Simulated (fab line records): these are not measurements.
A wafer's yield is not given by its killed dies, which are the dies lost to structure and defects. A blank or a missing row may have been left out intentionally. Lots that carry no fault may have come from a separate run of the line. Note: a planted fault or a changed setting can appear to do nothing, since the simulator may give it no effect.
Struck lot and sound lot, side by side	flow n5Finfet	12 out of 1938 route steps
Sound: the wafers L382.2, L382.3, L382.5. The struck wafers were L385.2, L385.3, L385.4. The cause is given at the end.
For every step that has rows: the tool of each side, followed by ch and its chambers, followed by its first start. Under that, the readings that differ: sound wafers	struck wafers	difference of the means	sigmas: that difference in standard deviations of wafers without a fault.
alike: readings whose means differ by less than 2 such deviations, and words and numbers that are the same on both sides. not compared: withheld readings, readings that some wafer has no value for, bounds like >300 that may hide the same value, and numbers for which the record gives no deviation and whose values overlap.
A row with sigmas, a row that says differs or no value, or rows on one side alone: a step with any of these is where the two part. Numbers that don't overlap but have no deviation are shown without sigmas and don't part them. A reading missing from all wafers of one side parts the sides only when that side holds two or more wafers.

first, 9 steps without rows for these wafers: N5_MOL_CONTACT_COAG_SOFTBAKE_79 (time 60 s); N5_MOL_CONTACT_COAG_EXPOSE_81 (exposes mask VG, defocus 0 nm); N5_MOL_CONTACT_COAG_PEB_82 (peb time 60 s); N5_MOL_CONTACT_COAG_DEVELOP_83 (develop time 30 s); N5_MOL_CONTACT_COAG_DESCUM_88 (chemistry O2, time 7 s); N5_MOL_CONTACT_COAG_ETCH_89 (etches underlayer in N2/H2, target depth 13 nm, time 10.4 s); N5_MOL_CONTACT_COAG_ETCH_90 (etches SiARC in CF4, target depth 13 nm, time 21.7 s); N5_MOL_CONTACT_COAG_ALD_131 (deposits SiO2, target thk 5 nm, pulse time 1 s, co reactant pulse time 1 s); N5_MOL_CONTACT_COAG_ETCHBACK_132 (etches SiO2 in CHF3, target depth 10 nm, time 6.7 s).
N5_MOL_CONTACT_COAG_ETCH_91: etches SOC in N2/H2, target depth 60 nm, overetch 21 nm, time 101.2 s.
  sound on rieDiel-01 ch 2,3, day 6 23:58; struck on rieDiel-01 ch 1,3, day 7 22:44
reading	sound	struck	difference	sigmas
rfFwdPowerW (W)	840 835 836	1037 1034 1036	+199	+64
rfVppV (V)	522.8 523.0 522.6	485.4 486.4 485.4	-37.1	-15
model.SiARC_of_MOL_CONTACT_COAG_COAT_76.thkNm (nm)	5.6 5.8 5.8	5.2 5.2 5.2	-0.5	
  alike: drypumpMotorCurrentA, oesProductAu, showerheadPlenumPTorr, throttleValvePct
  not compared: rfHoursCounterH
then, 1 step without rows for these wafers: N5_MOL_CONTACT_COAG_STRIP_92 (strips in N2/H2).
-- record jumps: 3 days separate the struck wafers' starts on either side; left off in module MOL_CONTACT_COAG, taken up again in module BEOL_M4, whose first shown step is the route's number 1111 --
N5_BEOL_M4_RC_MEAS_101:
  sound on prober-02 ch 0, day 9 21:36; struck on prober-02 ch 0, day 10 18:32
  alike: DIBL_N, DIBL_P, IOFF_N, IOFF_P, ION_N, ION_P, SS_N, SS_P, VT_N, VT_P

== WHERE THEY PART ==
N5_MOL_CONTACT_COAG_ETCH_91 only, going by this record. Later steps at which nothing parts them and some readings are alike: N5_BEOL_M4_RC_MEAS_101.

WHY: what the simulator had put in
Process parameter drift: rieDiel-01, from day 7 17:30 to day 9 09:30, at N5_MOL_CONTACT_COAG_ETCH_91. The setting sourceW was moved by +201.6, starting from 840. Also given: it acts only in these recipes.
